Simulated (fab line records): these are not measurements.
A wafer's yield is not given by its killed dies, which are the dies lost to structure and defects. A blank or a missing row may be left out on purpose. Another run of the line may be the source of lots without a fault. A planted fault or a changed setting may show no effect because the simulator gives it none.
Chamber matching	flow n5-finfet	N5_BEOL_M11_STRIP_67 on rie-diel-02 has 4 sister chambers
The step strips in CF4. 16 wafers are shown with their chamber, then 8 later ones without.

## EACH WAFER AND ITS CHAMBER
wafer	chamber	showerhead-plenum-p-Torr (Torr)	drypump-motor-current-A (A)	throttle-valve-pct (%)
L077.1	1	1.71	6.0	13.74
L077.4	3	1.74	6.2	13.40
L077.5	3	1.74	6.2	13.40
L078.1	1	1.71	6.0	13.75
L078.2	3	1.74	6.2	13.40
L078.3	3	1.74	6.2	13.39
L084.1	3	1.74	6.2	13.42
L084.2	0	1.80	5.3	13.78
L084.5	3	1.74	6.2	13.42
L085.3	0	1.80	5.2	13.80
L085.4	1	1.71	6.0	13.78
L085.5	0	1.80	5.2	13.75
L087.1	2	1.88	5.7	13.63
L087.4	3	1.74	6.2	13.46
L087.6	2	1.89	5.7	13.61
L091.1	2	1.88	5.7	13.62

SIGNATURES (averages over the wafers above)
reading	chamber 0	chamber 1	chamber 2	chamber 3	scatter within a chamber
showerhead-plenum-p-Torr	1.8000	1.7100	1.8833	1.7400	0.00236
drypump-motor-current-A	5.233	6.000	5.700	6.200	0.0236
throttle-valve-pct	13.7767	13.7567	13.6200	13.4129	0.0217
Rule: for each reading, subtract the chamber's mean from the wafer's reading, divide by that reading's scatter and square the result; add these up over the readings and take the root, which gives the wafer's distance from the chamber. The wafer belongs to the nearest chamber; if the next one is less than 2 further off, it can't be placed. How the scatter is found: for the shown wafers, subtract from each reading the mean of its chamber, square and add these, divide the total by (wafers less chambers), then take the root.

## WAFERS WITH NO CHAMBER GIVEN
wafer	showerhead-plenum-p-Torr (Torr)	drypump-motor-current-A (A)	throttle-valve-pct (%)
L091.3	1.80	5.3	13.79
L091.6	1.80	5.2	13.80
L093.2	1.73	6.2	13.46
L093.3	1.80	5.2	13.80
L093.5	1.88	5.6	13.64
L097.1	1.73	6.2	13.49
L097.2	1.91	6.0	13.29
L097.3	1.80	5.3	13.82

## CHAMBER TAKEN BY EACH
wafer	from the rows above	in truth
L091.3	0	0
L091.6	0	0
L093.2	3	3
L093.3	0	0
L093.5	2	2
L097.1	3	3
L097.2	2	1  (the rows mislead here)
L097.3	0	0
Correct placement for 7 of the 8. Can't be placed from these rows: 0. 1 placed wrongly.
